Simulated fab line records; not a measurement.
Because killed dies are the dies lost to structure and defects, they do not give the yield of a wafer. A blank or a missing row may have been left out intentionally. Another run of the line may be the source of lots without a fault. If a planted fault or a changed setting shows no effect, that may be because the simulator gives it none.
Matching of chambers + flow n5_finfet + pecvd-03 running N5_BEOL_M5_ILD_DEP_00: 3 sister chambers
The step deposits SiCOH lowk from DEMS/porogen, target thk 140.64 nm, time 25.9 s. 18 wafers are shown with their chamber, then 9 later ones without.

WAFERS, EACH WITH ITS CHAMBER
| wafer  | chamber | heater_power_w (W) | rf_fwd_power_W (W) | showerhead_vpp_V (V) |
|--------|---------|--------------------|--------------------|----------------------|
| L075.1 | 1       | 316                | 494.2              | 1377                 |
| L075.2 | 0       | 203                | 495.1              | 1385                 |
| L075.5 | 0       | 203                | 493.4              | 1368                 |
| L077.1 | 1       | 323                | 494.4              | 1380                 |
| L077.5 | 1       | 332                | 494.9              | 1397                 |
| L077.6 | 2       | 303                | 495.9              | 1399                 |
| L081.2 | 0       | 251                | 492.6              | 1388                 |
| L081.4 | 2       | 326                | 492.5              | 1402                 |
| L081.5 | 0       | 255                | 491.9              | 1364                 |
| L085.3 | 0       | 225                | 492.6              | 1355                 |
| L085.4 | 1       | 353                | 494.0              | 1407                 |
| L085.5 | 1       | 348                | 495.1              | 1370                 |
| L090.3 | 1       | 322                | 493.3              | 1374                 |
| L090.4 | 2       | 311                | 495.0              | 1392                 |
| L090.6 | 0       | 230                | 493.0              | 1368                 |
| L091.2 | 0       | 198                | 493.4              | 1390                 |
| L091.4 | 0       | 200                | 492.6              | 1383                 |
| L091.6 | 2       | 249                | 496.5              | 1378                 |

SIGNATURES (means of the wafers above)
| reading          | chamber 0 | chamber 1 | chamber 2 | scatter within a chamber |
|------------------|-----------|-----------|-----------|--------------------------|
| heater_power_w   | 220.62    | 332.33    | 297.25    | 23.5                     |
| rf_fwd_power_W   | 493.075   | 494.317   | 494.975   | 1.09                     |
| showerhead_vpp_V | 1375.12   | 1384.17   | 1392.75   | 13.1                     |
Rule: for each reading, subtract the chamber's mean from the wafer's reading, divide by that reading's scatter and square the result; add these up over the readings and take the root, which gives the wafer's distance from the chamber. If the next closest chamber is less than 2 further off than the closest, the wafer can't be placed; otherwise it belongs to the closest. The scatter is the square root of a quotient: the sum, over the shown wafers, of each reading's squared deviation from its chamber's mean, divided by wafers minus chambers.

WAFERS WITHOUT THEIR CHAMBER
| wafer  | heater_power_w (W) | rf_fwd_power_W (W) | showerhead_vpp_V (V) |
|--------|--------------------|--------------------|----------------------|
| L093.1 | 230                | 493.5              | 1372                 |
| L093.5 | 339                | 493.0              | 1363                 |
| L093.6 | 236                | 493.2              | 1364                 |
| L092.4 | 291                | 495.6              | 1393                 |
| L092.5 | 295                | 495.7              | 1383                 |
| L092.6 | 244                | 496.1              | 1368                 |
| L097.1 | 297                | 495.8              | 1375                 |
| L097.2 | 255                | 493.1              | 1365                 |
| L097.3 | 258                | 496.7              | 1396                 |

WHICH CHAMBER EACH WENT THROUGH
| wafer  | from the rows above          | in truth |
|--------|------------------------------|----------|
| L093.1 | 0                            | 0        |
| L093.5 | can't be placed: 1 or 2      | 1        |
| L093.6 | 0                            | 0        |
| L092.4 | can't be placed: 2 or 1      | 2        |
| L092.5 | can't be placed: 2 or 1      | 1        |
| L092.6 | can't be placed: 0 or 2 or 1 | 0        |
| L097.1 | can't be placed: 2 or 1      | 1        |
| L097.2 | can't be placed: 0 or 2      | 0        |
| L097.3 | can't be placed: 2 or 1 or 0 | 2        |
Placed correctly: 2 of 9. Not placeable from these rows: 7 (in 7, the candidates include the true chamber). Number placed wrongly: 0.
